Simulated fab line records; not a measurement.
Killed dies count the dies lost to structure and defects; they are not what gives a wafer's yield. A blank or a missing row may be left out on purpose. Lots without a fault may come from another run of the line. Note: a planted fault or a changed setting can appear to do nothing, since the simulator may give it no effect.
Matching of chambers | flow n5-finfet | 4 sister chambers for N5_BEOL_M0_SAQP_SPACER1_ETCHBACK_99 on rie-diel-03
The step etches SiO2 in CHF3/O2, target depth 15.4 nm, time 7.7 s. 8 wafers are shown with their chamber, then 7 later ones without.

## WAFERS PAIRED WITH THEIR CHAMBERS
wafer  | chamber | showerhead-plenum-p-Torr (Torr) | rf-vpp-V (V)
L081.2 | 3       | 2.47                            | 540
L085.4 | 2       | 2.46                            | 532
L085.6 | 0       | 2.47                            | 538
L091.2 | 2       | 2.46                            | 532
L091.4 | 1       | 2.37                            | 521
L091.6 | 3       | 2.46                            | 541
L094.1 | 0       | 2.47                            | 538
L094.2 | 1       | 2.37                            | 524

## WAFERS WHOSE CHAMBER IS MISSING
wafer  | showerhead-plenum-p-Torr (Torr) | rf-vpp-V (V)
L094.6 | 2.37                            | 523
L095.2 | 2.37                            | 522
L095.3 | 2.47                            | 538
L095.6 | 2.47                            | 538
L096.1 | 2.37                            | 524
L096.2 | 2.45                            | 538
L096.4 | 2.37                            | 523

## EACH ONE'S CHAMBER
wafer  | from the rows above          | in truth
L094.6 | 1                            | 1
L095.2 | 1                            | 1
L095.3 | 0                            | 0
L095.6 | 0                            | 0
L096.1 | 1                            | 1
L096.2 | can't be placed: 3 or 0 or 2 | 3
L096.4 | 1                            | 1
Correct placement for 6 of the 7. Not placeable from these rows: 1 (in 1, the candidates include the true chamber). 0 placed wrongly.
How it was worked out, from the rows above alone: a wafer's distance from a chamber is the root of the sum, over the readings, of the square of ((its reading less the chamber's mean) divided by the reading's scatter). If the next closest chamber is less than 2 further off than the closest, the wafer can't be placed; otherwise it belongs to the closest. The mean given for a chamber averages the wafers shown for that chamber. The scatter: the root of (the sum of the squares of (reading less its chamber's mean) over the shown wafers, divided by (wafers less chambers)).
